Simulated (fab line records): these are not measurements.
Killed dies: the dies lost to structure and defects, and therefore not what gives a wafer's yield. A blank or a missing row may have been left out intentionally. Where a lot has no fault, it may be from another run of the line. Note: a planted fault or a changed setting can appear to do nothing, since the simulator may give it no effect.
Which tool was responsible? | flow nand harc | route of 1302 steps, sampled at 1 step: 6 lots, 18 wafers

== WHAT THE GAUGES SHOWED, per wafer ==
NHARC_A_CHANNEL_HOLE_D2_CD_MEAS_18.
lot  | measured     | on        | cd nm (nm)
L538 | day 13 22:02 | cd sem-03 | 101.1 100.0 100.6
L541 | day 14 22:01 | cd sem-02 | 94.8 96.4 98.1
L549 | day 17 21:50 | cd sem-03 | 99.8 100.8 100.1
L553 | day 20 00:41 | cd sem-03 | 99.6 99.7 99.7
L555 | day 20 22:16 | cd sem-02 | 99.8 100.6 103.0
L557 | day 22 12:53 | cd sem-02 | 100.0 100.3 98.8

== WHAT TOOL EACH LOT RAN ON (gives the tool, then ch and the chambers of the sampled wafers, and finally the start) ==
Before these readings, the record contains no process step.

== THE ANSWER, worked out from the rows above alone ==
Rule: the usual values come from the lots themselves. Put in order of their means at a reading, lots are off if they are a third of the lots or fewer, leave a main group of 4 or more, and stand apart from it by a gap of 3 or more times the standard deviation of the main group's means; of several such gaps the widest counts. A main group is skipped when, at the precision printed for the reading in the tables above, its means are all equal. Also off: a lot with no number at a reading for which 4 or more lots have one. Where the step has rows for the other lots, those lots are counted as sound.
Off at NHARC_A_CHANNEL_HOLE_D2_CD_MEAS_18 (cd nm): L541. The main group: mean 100.3 nm, standard deviation 0.55.
If a tool, at a process step before that reading, ran all the lots that are off and no sound lot after the first of them, it fits. Those tools and the gauges at NHARC_A_CHANNEL_HOLE_D2_CD_MEAS_18 are tried in the same way. None of those tried fits.

== WHAT THE SIMULATOR PUT IN ==
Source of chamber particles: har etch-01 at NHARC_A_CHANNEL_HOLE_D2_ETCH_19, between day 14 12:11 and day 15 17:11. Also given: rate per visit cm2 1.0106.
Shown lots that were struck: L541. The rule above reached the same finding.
